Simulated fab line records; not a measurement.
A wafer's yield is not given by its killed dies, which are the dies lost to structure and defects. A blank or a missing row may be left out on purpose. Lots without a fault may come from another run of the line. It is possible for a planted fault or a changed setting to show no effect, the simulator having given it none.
fab line records | flow nand_harc
[record] lots = 7 wafers = 21 last_day = 33
route steps=1302 shown A_M1@1172 A_BONDPAD@1202 END@1302
lots with no fault: from the same line, run without faults
start_h: hours from the record's opening day to when the first of the lot's shown wafers began | wait_h: hours elapsed since this lot's preceding step | " same as the row above | L1.1+2: a row that stands for several wafers | - no value, or no start given | * or withheld: withheld | < > ~ a bound
route shown NAME@n: a module of which the file shows steps, and the number in the route of the first | usual: mean and standard deviation over wafers with no fault | same: alike in all rows | chamber/n: place in a boat | sites: readings site by site | _std_site: standard deviation of those values | _edge_site: inner sites' mean taken away from outer sites' mean | radius_mm: for every site, how far away it sits from the centre of the wafer | mask NAME#n: copy n | behind: the most recent tool/chamber to have shaped the wafer | hold: what put the lot on hold/how long, in hours/how the hold closed | device: names the non-switching transistor (n, p or np) | end of line: at the end of the route, the tests of the same wafers | a step with no rows: only its recipe | killed: dies that structure and defects cost at the first sort, which is not the same as the wafer's yield | map: per-die view of a wafer (x killed, . not killed, _ where there is no die)
set.NAME: the setting the step ran with; set.NAME@STEP: the setting that earlier step ran with | model.NAME: the simulator's own value behind a step, which no gauge read
lots at selected steps of the route; one table per step, one row per wafer
services: the hour from which a tool's chamber was out of use, counted from the record's first day as start_h (under 0 if before that day), plus the number of hours and why
[[steps]]
[step NHARC_A_M1_COAT_34]
[recipe] temp_c = 200 time_s = 65
[step NHARC_A_M1_COAT_03]
[recipe] spin_rpm = 1500 resist_thk_nm = 90
[step NHARC_A_M1_SOFTBAKE_04]
[recipe] temp_c = 105 time_s = 55
[step NHARC_A_M1_EBR_05]
[step NHARC_A_M1_EXPOSE_06]
[recipe] na = 1.35 target_cd_nm = 120 dose_mj = 75.13 mask_id = A_M1
[step NHARC_A_M1_PEB_07]
[recipe] peb_temp_c = 100 peb_time_s = 65
[step NHARC_A_M1_DEVELOP_08]
[recipe] develop_time_s = 35 dev_temp_c = 23
[step NHARC_A_M1_CD_MEAS_09]
[recipe] target_cd_nm = 120 landing_energy_ev = 500
[usual] cd_nm = 119.5/0.86
// columns lot.wafer tool chamber start_h wait_h cd_nm
L487.1 cd_sem-02 0 545.14 - 119.5
L487.2 " 0 " " 120.5
L487.3 " 0 " " 119.4
L494.1 cd_sem-01 0 589.50 - 118.9
L494.4 " 0 " " 119.0
L494.5 " 0 " " 120.2
L499.3 cd_sem-02 0 634.39 - 120.7
L499.4 " 0 " " 121.2
L499.6 " 0 " " 121.2
L502.2 cd_sem-03 0 658.39 - 119.1
L502.3 " 0 " " 120.0
L502.6 " 0 " " 119.6
L501.1 cd_sem-03 0 659.43 - 119.7
L501.3 " 0 " " 119.1
L501.5 " 0 " " 119.3
L503.2 cd_sem-02 0 694.24 - 119.4
L503.3 " 0 " " 119.7
L503.6 " 0 " " 120.5
L508.1 cd_sem-02 0 747.53 - 120.2
L508.5 " 0 " " 120.0
L508.6 " 0 " " 120.0
[step NHARC_A_M1_OVL_MEAS_10]
[recipe] pitch_nm = 240
[usual] overlay_x_nm = 0.0/1.1 overlay_y_nm = -0.1/0.92
// columns lot.wafer tool chamber start_h wait_h overlay_x_nm overlay_y_nm
L487.1 overlay-01 - 545.23 - -0.5 0.3
L487.2 " - " " -0.7 0.0
L487.3 " - " " -0.6 0.3
L494.1 overlay-01 - 589.58 - -0.6 0.8
L494.4 " - " " -1.2 0.9
L494.5 " - " " -1.0 0.6
L499.3 overlay-01 - 634.47 - -0.8 -0.8
L499.4 " - " " -1.2 -0.7
L499.6 " - " " -1.3 -0.7
L502.2 overlay-01 - 658.48 - -0.1 -0.3
L502.3 " - " " 0.4 -0.4
L502.6 " - " " 0.5 0.0
L501.1 overlay-01 - 659.52 - -0.3 0.1
L501.3 " - " " -1.0 0.0
L501.5 " - " " -0.8 0.4
L503.2 overlay-02 - 694.33 - 1.1 -0.3
L503.3 " - " " 0.8 -0.2
L503.6 " - " " 1.5 -0.1
L508.1 overlay-02 - 747.62 - 0.9 0.0
L508.5 " - " " 0.4 0.5
L508.6 " - " " 0.2 0.1
[step NHARC_A_M1_INSPECT_11]
[usual] raw_defect_count = 88/29
// columns lot.wafer tool chamber start_h wait_h raw_defect_count
L487.1 defect_inspect-01 - 545.26 0.0 46
L487.2 " - " " 55
L487.3 " - " " 47
L494.1 defect_inspect-01 - 589.62 0.0 133
L494.4 " - " " 133
L494.5 " - " " 133
L499.3 defect_inspect-01 - 634.51 0.0 59
L499.4 " - " " 63
L499.6 " - " " 68
L502.2 defect_inspect-02 - 658.51 0.0 76
L502.3 " - " " 67
L502.6 " - " " 82
L501.1 defect_inspect-01 - 659.56 0.0 67
L501.3 " - " " 72
L501.5 " - " " 78
L503.2 defect_inspect-02 - 694.36 0.0 109
L503.3 " - " " 121
L503.6 " - " " 103
L508.1 defect_inspect-01 - 747.65 0.0 27
L508.5 " - " " 29
L508.6 " - " " 22
[step NHARC_A_M1_DESCUM_14]
[recipe] time_s = 3 o2_flow_sccm = 200 ar_flow_sccm = 0 bias_power_w = 0 chemistry = O2
[step NHARC_A_M1_ETCH_35]
[recipe] target_depth_a = 400 overetch_a = 120 time_s = 43.94 ion_energy_ev = 200 n2_flow_sccm = 150 h2_flow_sccm = 150 ar_flow_sccm = 0 rf_w = 400 bias_w = 150 chemistry = N2/H2
[step NHARC_A_M1_ETCH_15]
[recipe] target_depth_a = 1825 time_s = 91.2 c4f8_flow_sccm = withheld ar_flow_sccm = 400 rf_w = 600 bias_w = 300 chemistry = C4F8/Ar
[usual] oes_product_au = 0.943/0.023 rf_vpp_V = 440.8/2.1
// columns lot.wafer tool chamber start_h wait_h oes_product_au rf_hours_counter_h rf_vpp_V
L487.2 rie_diel-05 3 545.50 - 0.931 2.6 440.2
L487.1 " 1 " " 0.948 2.5 441.4
L487.3 " 2 " " 0.977 2.5 438.6
L494.1 rie_diel-08 0 589.85 - 0.972 1.1 438.3
L494.4 " 3 " " 0.993 2.6 439.2
L494.5 " 1 " " 0.955 - 443.0
L499.4 rie_diel-08 0 634.76 - 0.973 2.3 437.5
L499.3 " 1 " " 0.925 3.3 442.9
L499.6 " 2 " " 0.923 - 440.5
L502.2 rie_diel-08 1 658.75 - 0.924 5.1 442.3
L502.3 " 2 " " 0.921 5.6 441.2
L502.6 " 1 " " 0.932 - 444.0
L501.1 rie_diel-08 3 659.79 - 0.972 5.8 438.7
L501.3 " 0 " " 0.989 4.2 439.5
L501.5 " 0 " " 0.981 - 437.9
L503.2 rie_diel-05 1 694.60 - 0.921 2.4 441.2
L503.3 " 3 " " 0.944 2.0 440.3
L503.6 " 2 " " 0.930 - 439.8
L508.1 rie_diel-12 3 747.91 - 0.932 6.0 441.4
L508.5 " 0 " " 0.931 - 442.6
L508.6 " 1 " " 0.897 - 438.3
[step NHARC_A_M1_CD_MEAS_16]
[usual] cd_nm = 119.5/1.2
// columns lot.wafer tool chamber start_h wait_h cd_nm
L487.1 cd_sem-01 - 545.63 - 119.1
L487.2 " - " " 120.1
L487.3 " - " " 119.5
L494.1 cd_sem-01 - 589.99 - 118.4
L494.4 " - " " 119.3
L494.5 " - " " 120.2
L499.3 cd_sem-02 - 634.88 - 121.2
L499.4 " - " " 121.6
L499.6 " - " " 122.3
L502.2 cd_sem-01 - 658.88 - 118.2
L502.3 " - " " 119.9
L502.6 " - " " 119.4
L501.1 cd_sem-01 - 659.92 - 119.8
L501.3 " - " " 119.0
L501.5 " - " " 119.9
L503.2 cd_sem-03 - 694.73 - 119.1
L503.3 " - " " 119.9
L503.6 " - " " 120.7
L508.1 cd_sem-01 - 748.03 - 120.7
L508.5 " - " " 120.7
L508.6 " - " " 120.1
[step NHARC_A_M1_STRIP_18]
[recipe] power_w = 1000 n2_flow_sccm = 150 h2_flow_sccm = 150 ar_flow_sccm = 0 bias_w = 0 chemistry = N2/H2
[step NHARC_A_M1_ETCH_28]
[recipe] target_depth_a = 300 over_etch_frac = 0.3 time_s = 72.99 ion_energy_ev = 150 cf4_flow_sccm = 50 n2_flow_sccm = 100 ar_flow_sccm = 150 rf_w = 300 bias_w = 100 chemistry = CF4/N2
[step NHARC_A_M1_STRIP_19]
[recipe] time_s = 600 temp_c = 30 chemistry = post_etch_residue_remover
[step NHARC_A_M1_DEGAS_29]
[recipe] temp_c = 250 time_s = 60
[usual] heater_power_w = 336/30
// columns lot.wafer tool chamber start_h wait_h heater_power_w
L487.1 pvd_sputter-02 - 546.34 - 314
L487.2 " - " " 323
L487.3 " - " " 292
L494.4 pvd_sputter-03 - 590.70 - 355
L494.1 " - " " 291
L494.5 " - " " 349
L499.4 pvd_sputter-02 - 635.61 - 321
L499.3 " - " " 307
L499.6 " - " " 331
L502.3 pvd_sputter-03 - 659.63 - 350
L502.2 " - " " 288
L502.6 " - " " 293
L501.1 pvd_sputter-03 - 660.64 - 349
L501.3 " - " " 328
L501.5 " - " " 291
L503.2 pvd_sputter-01 - 695.44 - 325
L503.3 " - " " 407
L503.6 " - " " 410
L508.1 pvd_sputter-01 - 748.77 - 341
L508.5 " - " " 322
L508.6 " - " " 406
[step NHARC_A_M1_PRE_CLEAN_30]
[recipe] time_s = 30 temp_c = 280 gas = H2/He
[step NHARC_A_M1_PVD_20]
[recipe] target_thk_a = 50 bias_v = 168.6 power_w = 15000 chamber_pressure_pa = 0.12 time_s = 8.06 substrate_temp_c = 50 material = TaN
[usual] throttle_valve_pct = 29.9/1
// columns lot.wafer tool chamber start_h wait_h throttle_valve_pct
L487.2 pvd_sputter-02 - - - 29.7
L487.3 " - " " 29.9
L487.1 " - " " 29.9
L494.4 pvd_sputter-03 - - - 28.8
L494.1 " - " " 31.0
L494.5 " - " " 28.9
L499.3 pvd_sputter-02 - - - 29.7
L499.4 " - " " 29.8
L499.6 " - " " 29.5
L502.3 pvd_sputter-03 - - - 29.9
L502.2 " - " " 31.2
L502.6 " - " " 29.0
L501.1 pvd_sputter-03 - - - 31.0
L501.3 " - " " 29.9
L501.5 " - " " 29.0
L503.2 pvd_sputter-01 - - - 31.3
L503.3 " - " " 27.9
L503.6 " - " " 30.8
L508.1 pvd_sputter-01 - - - 28.2
L508.6 " - " " 28.4
L508.5 " - " " 29.2
[step NHARC_A_M1_PVD_21]
[recipe] target_thk_a = 300 chamber_pressure_pa = 5 power_w = 5000 substrate_temp_c = 30 time_s = 20.49 material = Cu
[usual] throttle_valve_pct = 30.0/1
// columns lot.wafer tool chamber start_h wait_h throttle_valve_pct
L487.3 pvd_sputter-02 - - - 29.8
L487.1 " - " " 29.6
L487.2 " - " " 29.7
L494.4 pvd_sputter-03 - - - 28.7
L494.1 " - " " 31.3
L494.5 " - " " 29.7
L499.4 pvd_sputter-02 - - - 29.8
L499.3 " - " " 29.6
L499.6 " - " " 29.9
L502.2 pvd_sputter-03 - - - 30.0
L502.3 " - " " 29.2
L502.6 " - " " 31.1
L501.3 pvd_sputter-03 - - - 29.9
L501.1 " - " " 30.1
L501.5 " - " " 29.9
L503.3 pvd_sputter-01 - - - 31.1
L503.2 " - " " 28.1
L503.6 " - " " 28.9
L508.1 pvd_sputter-01 - - - 28.9
L508.5 " - " " 27.9
L508.6 " - " " 29.1
[step NHARC_A_M1_ECD_22]
[recipe] target_thk_a = 4000 bath_temp_c = 25 material = Cu
[step NHARC_A_M1_ANNEAL_31]
[recipe] temp_c = 225 time_s = 90
[step NHARC_A_M1_CMP_23]
[recipe] t_overpolish_s = 20 target_thk_nm = 154.34
[usual] motor_current_A = 12.8/0.96 slurry_flow_ml_min = 150.0/0.48 time_to_endpoint_s = 29/3.6
// columns lot.wafer tool chamber start_h wait_h motor_current_A slurry_flow_ml_min time_to_endpoint_s
L487.3 cmp-04 3 547.42 - 12.6 149.5 29
L487.2 " 0 " " 11.1 150.4 30
L487.1 " 1 " " 13.3 149.8 25
L494.4 cmp-03 2 591.83 - 12.7 151.1 29
L494.1 " 3 " " 11.1 150.3 33
L494.5 " 0 " " 13.3 150.2 30
L499.4 cmp-03 1 636.74 - 14.2 150.0 27
L499.3 " 2 " " 13.2 149.5 28
L499.6 " 3 " " 11.8 149.8 32
L502.2 cmp-02 0 660.75 - 14.5 150.8 27
L502.3 " 1 " " 11.8 149.2 38
L502.6 " 3 " " 12.5 150.3 34
L501.1 cmp-04 3 661.75 - 13.2 150.9 28
L501.3 " 0 " " 11.1 150.1 30
L501.5 " 0 " " 11.3 150.6 32
L503.2 cmp-02 0 696.57 - 14.1 149.4 25
L503.3 " 1 " " 12.5 150.0 40
L503.6 " 3 " " 12.8 150.3 33
L508.1 cmp-04 2 749.91 - 12.6 150.5 30
L508.5 " 3 " " 12.7 149.6 30
L508.6 " 0 " " 12.0 149.3 30
[step NHARC_A_M1_THK_MEAS_24]
[recipe] thk_meas_gauge = xrf
[usual] thk_nm = 154.3/2
// columns lot.wafer tool chamber start_h wait_h thk_nm
L487.1 film_metro-02 - 547.74 - 153.9
L487.2 " - " " 156.6
L487.3 " - " " 153.6
L494.1 film_metro-02 - 592.09 - 152.3
L494.4 " - " " 153.3
L494.5 " - " " 154.6
L499.3 film_metro-02 - 637.00 - 153.8
L499.4 " - " " 151.7
L499.6 " - " " 154.9
L502.2 film_metro-01 - 661.03 - 153.8
L502.3 " - " " 157.4
L502.6 " - " " 155.3
L501.1 film_metro-01 - 662.06 - 154.0
L501.3 " - " " 152.8
L501.5 " - " " 154.9
L503.2 film_metro-02 - 696.83 - 153.8
L503.3 " - " " 159.6
L503.6 " - " " 158.2
L508.1 film_metro-02 - 750.14 - 158.6
L508.5 " - " " 154.4
L508.6 " - " " 155.9
[step NHARC_A_M1_SRD_25]
[step NHARC_A_M1_PRE_CLEAN_32]
[recipe] time_s = 12 temp_c = 370 rf_power_w = 300 gas = NH3
[step NHARC_A_M1_DEP_33]
[recipe] target_thk_a = 300 temp_c = 370 target_thk_nm = 30 pressure_torr = 3 flow_sccm = 200 rf_w = 450 material = SiCN
[usual] heater_power_outer_w = 368/49 heater_power_w = 627/82
// columns lot.wafer tool chamber start_h wait_h heater_power_outer_w heater_power_w
L487.2 pecvd-01 1 548.04 0.1 378 664
L487.1 " 2 " " 498 836
L487.3 " 0 " " 306 516
L494.1 pecvd-04 2 592.39 0.1 323 482
L494.5 " 2 " " 321 498
L494.4 " 0 " " 441 716
L499.3 pecvd-01 0 637.39 0.1 322 525
L499.4 " 1 " " 301 558
L499.6 " 2 " " 484 829
L502.2 pecvd-01 0 661.38 0.1 316 524
L502.3 " 1 " " 350 618
L502.6 " 1 " " 343 633
L501.3 pecvd-04 1 662.37 0.1 365 655
L501.1 " 0 " " 388 666
L501.5 " 1 " " 365 670
L503.3 pecvd-02 2 697.13 0.1 371 610
L503.2 " 0 " " 303 538
L503.6 " 1 " " 372 646
L508.1 pecvd-04 1 750.49 0.1 409 734
L508.6 " 1 " " 407 723
L508.5 " 2 " " 405 577
[step NHARC_A_BONDPAD_DEP_00]
[recipe] target_thk_a = 2500 temp_c = 370 target_thk_nm = 250 pressure_torr = 3 flow_sccm = 200 rf_w = 450 material = SiCN
[step NHARC_A_BONDPAD_CMP_29]
[recipe] target_thk_nm = 200 material = SiCN
[step NHARC_A_BONDPAD_THK_MEAS_30]
[recipe] thk_meas_gauge = ellipsometry
[usual] thk_nm = 200.2/1.9
// columns lot.wafer tool chamber start_h wait_h thk_nm
L487.1 film_metro-01 - 549.25 0.2 203.0
L487.2 " - " " 201.2
L487.3 " - " " 199.3
L494.1 film_metro-01 - 593.61 0.2 201.1
L494.4 " - " " 203.9
L494.5 " - " " 198.1
L499.3 film_metro-01 - 638.51 0.2 199.7
L499.4 " - " " 202.2
L499.6 " - " " 198.8
L502.2 film_metro-01 - 662.55 0.2 204.5
L502.3 " - " " 202.8
L502.6 " - " " 203.0
L501.1 film_metro-01 - 663.61 0.2 203.5
L501.3 " - " " 197.8
L501.5 " - " " 198.5
L503.2 film_metro-02 - 698.35 0.2 199.9
L503.3 " - " " 202.4
L503.6 " - " " 200.3
L508.1 film_metro-02 - 751.66 0.2 198.9
L508.5 " - " " 203.6
L508.6 " - " " 199.1
[step NHARC_A_BONDPAD_SRD_31]
[step NHARC_A_BONDPAD_DEHYDRATE_01]
[recipe] temp_c = 150 time_s = 120
[step NHARC_A_BONDPAD_HMDS_02]
[recipe] time_s = 30
[step NHARC_A_BONDPAD_COAT_33]
[recipe] temp_c = 200 time_s = 65
[step NHARC_A_BONDPAD_COAT_03]
[recipe] spin_rpm = 2000 resist_thk_nm = 600
[step NHARC_A_BONDPAD_SOFTBAKE_04]
[recipe] temp_c = 125 time_s = 70
[step NHARC_A_BONDPAD_EBR_05]
[step NHARC_A_BONDPAD_EXPOSE_06]
[recipe] na = 0.55 dose_mj = 36.99 mask_id = A_BPAD
[step NHARC_A_BONDPAD_PEB_07]
[recipe] peb_temp_c = 128 peb_time_s = 80
[step NHARC_END_SORT_01]
[recipe] temp_c = 25
[usual] defect_limited_yield = 91.6/2.4 killed_at_array = 52/16 killed_at_other = 0.8/0.98 killed_at_periphery = 4.2/2.9 killed_dies = 57/16 killed_open = 3.3/1.9 killed_short = 2.5/1.5 sort_bin_2_pct = 3.0/1 sort_bin_3_pct = 0.6/0.31 sort_bin_4_pct = 4.8/1.5 sort_n_pass = 620/16 sort_rim_yield_pct = 90/4.1 sort_yield_pct = 91.6/2.4
[same] gross_dies = 677 sort_bin_5_pct[%] = 0 sort_bin_6_pct[%] = 0 sort_bin_7_pct[%] = 0 sort_bin_8_pct[%] = 0 sort_rim_n_gross = 106.00
// columns lot.wafer tool chamber start_h wait_h defect_limited_yield[%] killed_at_array killed_at_other killed_at_periphery killed_dies killed_open killed_short sort_bin_2_pct[%] sort_bin_3_pct[%] sort_bin_4_pct[%] sort_n_pass sort_rim_yield_pct[%] sort_yield_pct[%]
L487.1 prober-02 0 579.84 2.5 94.8 31 0 4 35 5 5 2.1 0.3 2.8 642 91 94.8
L487.2 prober-02 0 580.64 2.8 96.6 20 0 3 23 2 3 1.5 0.3 1.6 654 91 96.6
L487.3 prober-02 0 581.45 3.1 95.3 28 0 4 32 6 0 1.8 0.1 2.8 645 93 95.3
L499.3 prober-01 0 669.47 3.1 84.5 104 0 1 105 3 4 6.9 3.5 5.0 572 91 84.5
L499.4 prober-01 0 670.27 3.4 82.1 119 1 1 121 2 1 5.8 4.6 7.5 556 92 82.1
L499.6 prober-01 0 671.89 4.0 84.6 101 2 1 104 3 3 7.2 3.4 4.7 573 85 84.6
L501.1 prober-01 0 694.24 2.5 81.1 124 2 2 128 2 3 8.3 3.1 7.5 549 92 81.1
L501.3 prober-01 0 695.83 3.1 80.9 127 0 2 129 1 3 8.1 3.2 7.7 548 90 80.9
L501.5 prober-01 0 697.42 3.7 80.6 129 1 1 131 2 1 7.4 4.3 7.7 546 96 80.6
L502.2 prober-02 0 695.10 2.8 81.5 122 0 3 125 4 1 7.8 2.8 7.8 552 89 81.5
L502.3 prober-02 0 695.89 3.1 84.2 104 1 2 107 1 2 7.7 2.5 5.6 570 78 84.2
L502.6 prober-02 0 698.28 4.0 82.7 115 1 1 117 2 1 8.7 3.4 5.2 560 91 82.7
// killed by level:class
L487.1 A_CHANNEL_HOLE_D2:chamber_film_flake=18 P_GATE:chamber_film_flake=3 A_STAIRCASE:chamber_film_flake=2 P_M1:geometric_particle:open=1 A_CHANNEL_HOLE_D1:geometric_particle:short=1 A_CHANNEL_HOLE_D1:geometric_particle:open=1 A_CHANNEL_FILL_D1:geometric_particle:short=1 A_CHANNEL_FILL_D1:geometric_particle:open=1
L487.2 A_CHANNEL_HOLE_D2:chamber_film_flake=15 P_CONTACT:geometric_particle:open=1 P_M0:geometric_particle:short=1 A_ONON_D1:geometric_particle:short=1 A_CHANNEL_FILL_D2:geometric_particle:short=1 A_CHANNEL_FILL_D2:geometric_particle:open=1 P_GATE:chamber_film_flake=1 A_CHANNEL_HOLE_D1:chamber_film_flake=1
L487.3 A_CHANNEL_HOLE_D2:chamber_film_flake=15 A_CHANNEL_HOLE_D2:geometric_particle:open=3 P_GATE:chamber_film_flake=3 A_CHANNEL_HOLE_D1:chamber_film_flake=3 A_STAIRCASE:chamber_film_flake=2 A_DECK1_JOINT:geometric_particle:open=1 A_CHANNEL_FILL_D2:geometric_particle:open=1 A_M0:geometric_particle:open=1
L499.3 A_M1:unspecified=74 A_CHANNEL_HOLE_D1:chamber_film_flake=19 A_CHANNEL_FILL_D1:geometric_particle:short=3 P_CONTACT:geometric_particle:open=1 A_DECK1_JOINT:geometric_particle:short=1 A_CONTACT:geometric_particle:open=1 A_M1:geometric_particle:open=1 A_CHANNEL_FILL_D1:chamber_film_flake=1
L499.4 A_M1:unspecified=78 A_CHANNEL_HOLE_D1:chamber_film_flake=30 A_BLC:chamber_film_flake=4 P_CONTACT:geometric_particle:open=1 A_SOURCE_PLATE:geometric_particle:open=1 A_CHANNEL_HOLE_D1:geometric_particle:short=1 A_ZERO_WELL:chamber_film_flake=1 A_STAIRCASE:chamber_film_flake=1
L499.6 A_M1:unspecified=61 A_CHANNEL_HOLE_D1:chamber_film_flake=30 A_DECK1_JOINT:chamber_film_flake=2 A_CHANNEL_FILL_D2:chamber_film_flake=2 THIN_TSV:chamber_film_flake=2 P_M0:geometric_particle:short=1 A_ONON_D1:geometric_particle:open=1 A_CHANNEL_FILL_D1:geometric_particle:open=1
L501.1 A_M1:unspecified=76 A_CHANNEL_HOLE_D1:chamber_film_flake=33 A_STAIRCASE:chamber_film_flake=4 A_SLIT:chamber_film_flake=3 THIN_TSV:chamber_film_flake=2 A_ONON_D2:geometric_particle:open=1 A_ONON_D2:geometric_particle:short=1 A_CHANNEL_FILL_D2:geometric_particle:short=1
L502.2 A_M1:unspecified=85 A_SLIT:chamber_film_flake=21 A_CHANNEL_HOLE_D1:chamber_film_flake=4 A_STAIRCASE:chamber_film_flake=3 A_CONTACT:chamber_film_flake=2 A_CHANNEL_FILL_D1:geometric_particle:open=1 A_DECK1_JOINT:geometric_particle:open=1 A_ONON_D2:geometric_particle:short=1
L501.3 A_M1:unspecified=89 A_CHANNEL_HOLE_D1:chamber_film_flake=25 A_CONTACT:chamber_film_flake=3 A_SLIT:chamber_film_flake=3 A_WL_FILL:geometric_particle:short=2 A_STAIRCASE:chamber_film_flake=2 A_SOURCE_PLATE:geometric_particle:short=1 A_ONON_D1:geometric_particle:open=1
L502.3 A_M1:unspecified=65 A_SLIT:chamber_film_flake=22 A_CHANNEL_HOLE_D1:chamber_film_flake=5 A_STAIRCASE:chamber_film_flake=4 A_CONTACT:chamber_film_flake=4 A_CHANNEL_FILL_D2:geometric_particle:short=2 A_M0:geometric_particle:open=1 P_GATE:chamber_film_flake=1
L501.5 A_M1:unspecified=81 A_CHANNEL_HOLE_D1:chamber_film_flake=29 A_STAIRCASE:chamber_film_flake=6 A_SLIT:chamber_film_flake=5 A_CONTACT:chamber_film_flake=3 A_WL_FILL:geometric_particle:short=1 A_M1:geometric_particle:open=1 P_ZERO_WELL:chamber_film_flake=1
L502.6 A_M1:unspecified=73 A_SLIT:chamber_film_flake=20 A_CONTACT:chamber_film_flake=9 A_CHANNEL_HOLE_D1:chamber_film_flake=6 A_STAIRCASE:chamber_film_flake=2 A_ONON_D2:geometric_particle:open=1 A_CHANNEL_FILL_D2:geometric_particle:open=1 A_CHANNEL_FILL_D2:geometric_particle:short=1
// map L499.4 (x killed, . not)
____________.____________
_________......._________
_______..x........_______
______.............______
_____..............._____
____.................____
____.................____
___...............x.x.___
___.................x.___
__................xxx..__
__..................xxx__
_..........x.....xxxxxxx_
_..............x.xxxxxx._
_...........x.xxxxxxxxxx_
_............xxxxxxxxxx._
_...........xxxxxxx.x..._
............xxxxxxxx...x.
...........xxxxxxxxx.....
...........xxxxxxxxx.....
.............xxxxxxx.....
.............xxxxxxx.x...
_............xxxxxx....x_
_...x.........xxxxx....._
_.............xxx...x..._
_.............xx........_
_......................._
__.....................__
__.....x...............__
___...................___
___...x.....x.........___
____.................____
____.................____
_____............x.._____
______.............______
_______..........._______
_________..xx..._________
____________.____________
// map L501.5 (x killed, . not)
____________.____________
_________......._________
_______..........._______
______.........x...______
_____..............._____
____.................____
____...x.......x..x..____
___.x..............x..___
___.................x.___
__.............x.xxx.x.__
__.........x....xxxxx.x__
_...............xx..xxx._
_....x......xx.xxxx.xx.._
_.............xxxxx.xxx._
_.......x.....xxxxxxx.x._
_...........xxxxxxxxxxx._
..........x.xxxxxxxx.x...
............xxxxxxxx.x...
.......xx..xxxxxxxxx.....
.............xxxxxxx.....
...........x.xxxxxxx.....
_............xxxxxxx...._
_............xx.xxx....._
_...........x.x.x.xx...._
_.................x....._
_..............x..x..x.._
__.....................__
__.....................__
___...................___
___...................___
____.............x...____
____............x...x____
_____..............._____
______...........x.______
_______..........._______
_________......._________
____________.____________
[[services]]
// columns tool chamber start_h hours kind
pvd_sputter-02 - 523.57 3.9 repair
cmp-04 - 538.32 4.0 pm
rie_diel-08 - 544.81 9.0 pm
rie_diel-08 0 560.33 6.0 repair
pvd_sputter-02 - 564.17 1.7 repair
pvd_sputter-03 - 565.34 10.0 pm
pvd_sputter-01 - 582.01 10.0 pm
rie_diel-08 0 584.50 4.0 repair
cmp-04 - 623.24 2.1 repair
rie_diel-08 - 623.87 1.1 repair
pecvd-04 - 631.04 13.0 pm
cmp-04 - 636.32 4.0 pm
pvd_sputter-02 - 638.10 10.0 pm
pvd_sputter-02 - 648.14 2.0 repair
pvd_sputter-01 - 654.64 2.0 repair
pvd_sputter-01 - 659.33 2.8 repair
pecvd-01 - 673.34 13.0 pm
cmp-04 - 678.39 1.2 repair
pvd_sputter-02 - 708.81 0.8 repair
rie_diel-08 2 714.36 5.9 repair
rie_diel-08 - 721.81 9.0 pm
cmp-04 - 734.32 4.0 pm
pvd_sputter-01 - 737.87 2.6 repair
pvd_sputter-03 - 743.34 10.0 pm
[[key]]
[first_sign] step = NHARC_END_SORT_01 reading = killed_at_array direction = up sigmas = 4 usual = 52 struck = 116
[effect] step = NHARC_END_SORT_01 reading = defect_limited_yield direction = down sigmas = 3.8 usual = 91.6 struck = 82.5
[more_kills_born_at] NHARC_A_M1_ETCH_15@rie_diel-08 = 682
met_at NHARC_A_M1_ETCH_15
struck_wafers L499.3,L499.4,L499.6,L501.1,L501.3,L501.5,L502.2,L502.3,L502.6
onset_between 589.85 634.76
[fault] kind = chamber_particle_source tool = rie_diel-08 chamber = - onset_h = 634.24 steps = NHARC_A_M1_ETCH_15 rate_per_visit_cm2 = 0.63922 end_h = 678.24
